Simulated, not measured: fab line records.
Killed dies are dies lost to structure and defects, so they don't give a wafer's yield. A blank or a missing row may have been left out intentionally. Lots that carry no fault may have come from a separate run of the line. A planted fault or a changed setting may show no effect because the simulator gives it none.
One fault through the eyes of 2 desks ; flow n5 finfet ; only its own numbers are on each desk; what lay behind them is given at the end

== DESK OF THE TOOL OWNER: pvd sputter-02 ==
The tool's own readings at N5_BEOL_M4_SPUTTER_79 (material Cu, target thk 4.5 nm, time 8.29 s): means of the sampled wafers that have a number, for each lot that ran on this tool. A lot is out of limits, marked OUT, if its mean lies more than 4 standard deviations from the usual mean; the brackets give that distance.
Columns: A = chamber pressure pa at N5_BEOL_M4_SPUTTER_79, usual 0.07001 Pa; B = throttle valve pct at N5_BEOL_M4_SPUTTER_79, usual 30.2 %
lot;first seen here;A;B
L168;day 8 11:19;0.07000;29.1
L172;day 9 15:06;0.07016;29.1
L174;day 9 16:56;0.07010;29.2
L179;day 11 11:47;0.08166 (+78) OUT;27.0
L181;day 11 18:26;0.08189 (+79) OUT;26.9
L188;day 14 17:41;0.06996;28.9
This desk's finding: out of limits on L179, L181; first on L179, day 11 11:47 (chamber pressure pa at N5_BEOL_M4_SPUTTER_79). L168, L172, L174, L188 stayed within limits.

== AT THE METROLOGY DESK ==
Means of the sampled wafers that have a number, per lot and without regard to the tool the lot ran on: this is what the gauges read. A lot is out of limits, marked OUT, if its mean lies more than 4 standard deviations from the usual mean; the brackets give that distance. Shown here are 7 of its 11 readings, the ones lying furthest out on some lot.
Columns: A = DIBL_N at N5_BEOL_M4_RC_MEAS_101, usual 37.2 mV/V; B = ION_N at N5_BEOL_M4_RC_MEAS_101, usual 680 uA/um; C = ION_P at N5_BEOL_M4_RC_MEAS_101, usual 466 uA/um; D = SS_N at N5_BEOL_M4_RC_MEAS_101, usual 71.8 mV/dec; E = SS_P at N5_BEOL_M4_RC_MEAS_101, usual 73.5 mV/dec; F = VT_N at N5_BEOL_M4_RC_MEAS_101, usual 249 mV; G = VT_P at N5_BEOL_M4_RC_MEAS_101, usual -248 mV
lot;first seen here;A;B;C;D;E;F;G
L168;day 8 09:09;38.1;692;464;72.3;73.4;247;-249
L169;day 8 19:40;39.1;702;474;72.3;74.0;244;-247
L172;day 9 13:46;35.2;672;464;71.3;73.1;251;-249
L173;day 9 14:14;36.3;677;465;71.2;73.3;251;-252
L174;day 9 14:21;36.4;681;467;71.7;73.3;247;-249
L175;day 10 07:48;34.9;681;475;71.6;73.6;249;-243
L179;day 11 10:44;37.9;674;464;72.8;73.2;248;-246
L181;day 11 16:55;38.0;672;452;71.8;73.5;250;-254
L188;day 14 16:11;34.0;670;469;71.0;72.5;251;-250
L187;day 14 16:14;36.7;683;463;71.9;74.1;247;-250
L189;day 14 19:35;37.8;676;464;72.1;73.9;250;-247
This desk's verdict: no lot among the 11 shows anything out of limits.

== PUT TOGETHER ==
An alarm could have come from the tool owner's desk at day 11 11:47, on L179, L181.
The metrology desk saw nothing out of limits.
The metrology desk holds a record of L179, L181, inside its limits.
All the named lots went through N5_BEOL_M4_SPUTTER_79 on pvd sputter-02.

== WHAT HAD BEEN PUT IN BY THE SIMULATOR ==
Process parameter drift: pvd sputter-02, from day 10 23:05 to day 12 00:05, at N5_BEOL_M4_SPUTTER_79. Setting chamber pressure pa, moved by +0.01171, from 0.07. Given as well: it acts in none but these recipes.
Shown lots that were struck: L179, L181.
Hours from the fault's start to each desk's first reading out of limits: the tool owner's desk, 13.
